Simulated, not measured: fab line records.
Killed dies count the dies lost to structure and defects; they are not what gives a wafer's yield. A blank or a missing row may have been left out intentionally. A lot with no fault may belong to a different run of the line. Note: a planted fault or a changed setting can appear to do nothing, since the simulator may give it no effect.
Chamber matching | flow n5-finfet | ald-sin-03 running N5_MOL_CONTACT_COAG_ALD_131: 4 sister chambers
The step deposits SiO2, target thk 5 nm, pulse time 1 s, co reactant pulse time 1 s. 22 wafers are shown with their chamber, then 11 later ones without.

## EACH WAFER AND ITS CHAMBER
wafer  | chamber | heater-power-w (W) | precursor-pulse-height-rel
L079.1 | 0       | 70                 | 1.011
L079.4 | 3       | 90                 | 1.020
L079.5 | 3       | 89                 | 1.003
L081.1 | 0       | 71                 | 1.008
L081.2 | 3       | 92                 | 1.024
L081.5 | 3       | 90                 | 0.985
L083.1 | 0       | 70                 | 0.997
L083.2 | 2       | 67                 | 1.033
L083.3 | 1       | 81                 | 0.996
L083.4 | 3       | 92                 | 0.974
L083.5 | 3       | 91                 | 0.989
L083.6 | 0       | 72                 | 0.989
L086.3 | 2       | 67                 | 1.008
L086.5 | 2       | 68                 | 1.006
L086.6 | 3       | 87                 | 1.024
L085.3 | 1       | 83                 | 0.995
L085.4 | 2       | 68                 | 1.014
L085.5 | 3       | 91                 | 0.996
L089.1 | 3       | 85                 | 1.011
L089.3 | 2       | 67                 | 1.016
L089.4 | 1       | 82                 | 1.002
L091.2 | 2       | 67                 | 0.977

SIGNATURES (averages over the wafers above)
reading                    | chamber 0 | chamber 1 | chamber 2 | chamber 3 | scatter within a chamber
heater-power-w             | 70.75     | 82.00     | 67.33     | 89.67     | 1.67
precursor-pulse-height-rel | 1.00125   | 0.99767   | 1.00900   | 1.00289   | 0.0161
Rule: for a wafer and a chamber, the distance is found by dividing, reading by reading, the gap between the wafer's reading and the chamber's mean by the reading's scatter, squaring, summing and taking the root. If the next closest chamber is less than 2 further off than the closest, the wafer can't be placed; otherwise it belongs to the closest. How the scatter is found: for the shown wafers, subtract from each reading the mean of its chamber, square and add these, divide the total by (wafers less chambers), then take the root.

## WAFERS WITHOUT THEIR CHAMBER
wafer  | heater-power-w (W) | precursor-pulse-height-rel
L091.4 | 70                 | 1.016
L091.6 | 89                 | 1.041
L094.3 | 69                 | 0.997
L094.4 | 68                 | 0.997
L094.6 | 68                 | 0.987
L095.4 | 67                 | 0.979
L095.5 | 80                 | 0.983
L095.6 | 69                 | 1.017
L097.1 | 70                 | 1.014
L097.4 | 70                 | 1.030
L097.5 | 88                 | 0.986

## EACH ONE'S CHAMBER
wafer  | from the rows above     | in truth
L091.4 | can't be placed: 0 or 2 | 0
L091.6 | 3                       | 3
L094.3 | can't be placed: 0 or 2 | 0
L094.4 | can't be placed: 2 or 0 | 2
L094.6 | can't be placed: 2 or 0 | 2
L095.4 | can't be placed: 2 or 0 | 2
L095.5 | 1                       | 1
L095.6 | can't be placed: 2 or 0 | 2
L097.1 | can't be placed: 0 or 2 | 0
L097.4 | can't be placed: 0 or 2 | 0
L097.5 | 3                       | 3
Correct placement for 3 of the 11. Not placeable from these rows: 8 (in 8, the candidates include the true chamber). Wrongly placed: 0.
